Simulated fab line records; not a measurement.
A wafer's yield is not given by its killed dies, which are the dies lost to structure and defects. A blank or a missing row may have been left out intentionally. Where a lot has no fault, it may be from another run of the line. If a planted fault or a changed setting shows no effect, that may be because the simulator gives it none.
Split-lot study ; flow n5 finfet ; 7 lots, 39 wafers read, on a route of 1938 steps

## THE SPLIT
At N5_PASSIVATION_AL_DEP_21 (deposits Al, target thk 2800 nm, time 170 s), the setting time s was moved away from the recipe's 170 s on 12 of the 39 wafers read, by -50.8% to +17.2%. For the rest of the wafers, this setting stayed at what the recipe calls for.

The split's own step is where the reading is taken.

## THE READING
Al_of_PASSIVATION_AL_DEP_21.thk nm (the simulator's own value, which no gauge read), in nm, at N5_PASSIVATION_AL_DEP_21 (deposits Al, target thk 2800 nm, time 170 s). The file does not state a usual value for it. Here, 27 wafers ran the recipe; their average is 2807 nm with a standard deviation of 39 nm.

wafer;tool, chamber at the split;time s as run, s;against the recipe;Al_of_PASSIVATION_AL_DEP_21.thk nm, nm;against lot-mates on the recipe
L074.1;pvd sputter-03, -;170;recipe;2739;-
L074.2;pvd sputter-03, -;170;recipe;2770;-
L074.3;pvd sputter-03, -;170;recipe;2786;-
L074.4;pvd sputter-03, -;88.75;-47.8%;1446;-1319
L074.5;pvd sputter-03, -;88.75;-47.8%;1427;-1338
L074.6;pvd sputter-03, -;88.75;-47.8%;1392;-1373
L076.1;pvd sputter-03, -;83.65;-50.8%;1397;-1413
L076.2;pvd sputter-03, -;83.65;-50.8%;1405;-1405
L076.3;pvd sputter-03, -;170;recipe;2817;-
L076.4;pvd sputter-03, -;170;recipe;2783;-
L076.5;pvd sputter-03, -;170;recipe;2830;-
L076.6;pvd sputter-03, -;83.65;-50.8%;1400;-1410
L084.4;pvd sputter-03, -;170;recipe;2783;-
L084.5;pvd sputter-03, -;170;recipe;2809;-
L084.6;pvd sputter-03, -;170;recipe;2834;-
L085.1;pvd sputter-03, -;170;recipe;2795;-
L085.2;pvd sputter-03, -;170;recipe;2819;-
L085.3;pvd sputter-03, -;199.3;+17.2%;3238;+429
L085.4;pvd sputter-03, -;199.3;+17.2%;3302;+493
L085.5;pvd sputter-03, -;170;recipe;2812;-
L085.6;pvd sputter-03, -;199.3;+17.2%;3323;+514
L086.1;pvd sputter-02, -;170;recipe;2760;-
L086.2;pvd sputter-02, -;170;recipe;2738;-
L086.3;pvd sputter-02, -;170;recipe;2774;-
L086.4;pvd sputter-02, -;170;recipe;2795;-
L086.5;pvd sputter-02, -;170;recipe;2748;-
L086.6;pvd sputter-02, -;170;recipe;2745;-
L089.1;pvd sputter-01, -;170;recipe;2843;-
L089.2;pvd sputter-01, -;170;recipe;2832;-
L089.3;pvd sputter-01, -;170;recipe;2847;-
L089.4;pvd sputter-01, -;170;recipe;2856;-
L089.5;pvd sputter-01, -;170;recipe;2859;-
L089.6;pvd sputter-01, -;170;recipe;2835;-
L096.1;pvd sputter-03, -;170;recipe;2854;-
L096.2;pvd sputter-03, -;139.2;-18.1%;2322;-534
L096.3;pvd sputter-03, -;139.2;-18.1%;2289;-567
L096.4;pvd sputter-03, -;170;recipe;2849;-
L096.5;pvd sputter-03, -;139.2;-18.1%;2302;-554
L096.6;pvd sputter-03, -;170;recipe;2866;-

THE FIT
A straight line over all 39 wafers: Al_of_PASSIVATION_AL_DEP_21.thk nm changes by +28.2 nm for each +1% of time s; r = +1.00; the points scatter about the line by 38 nm.
The same after taking each lot's own level away (the mean of its wafers on the recipe; 39 wafers): +28 nm for each +1%; r = +1.00; scatter 23 nm.
That fit puts the effect of the largest move of time s on the reading at 1.4e+03 nm.
Measured against the standard deviation above, the lots' own levels, which go from 2760.0 to 2856.3 nm, span 2.5 times it.
The two slopes agree, so the slope changes little with the lot-to-lot level.
Check: -1.43e+03 nm against its lot-mates is what the line predicts for one of the wafers moved furthest among these (-50.8%) when that wafer is left out of the fit. It came out at -1.41e+03 nm against them.

## FURTHER SPLITS ON THESE WAFERS
Note: prior to the reading, these wafers also went through further splits. Each is held against what the fit with the lots' levels taken away leaves over:
other split on the same wafers;wafers away from the commonest value;r with Al_of_PASSIVATION_AL_DEP_21.thk nm (lot level and that fit taken away)
N5_BEOL_M12_ILD_DEP_00 target thk a;15;+0.15
N5_BEOL_M13_ETCH_68 time s;15;-0.04

## FILE'S OWN FIT
Al_of_PASSIVATION_AL_DEP_21.thk nm changes by +28.1 nm for each +1% of time s, r = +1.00.
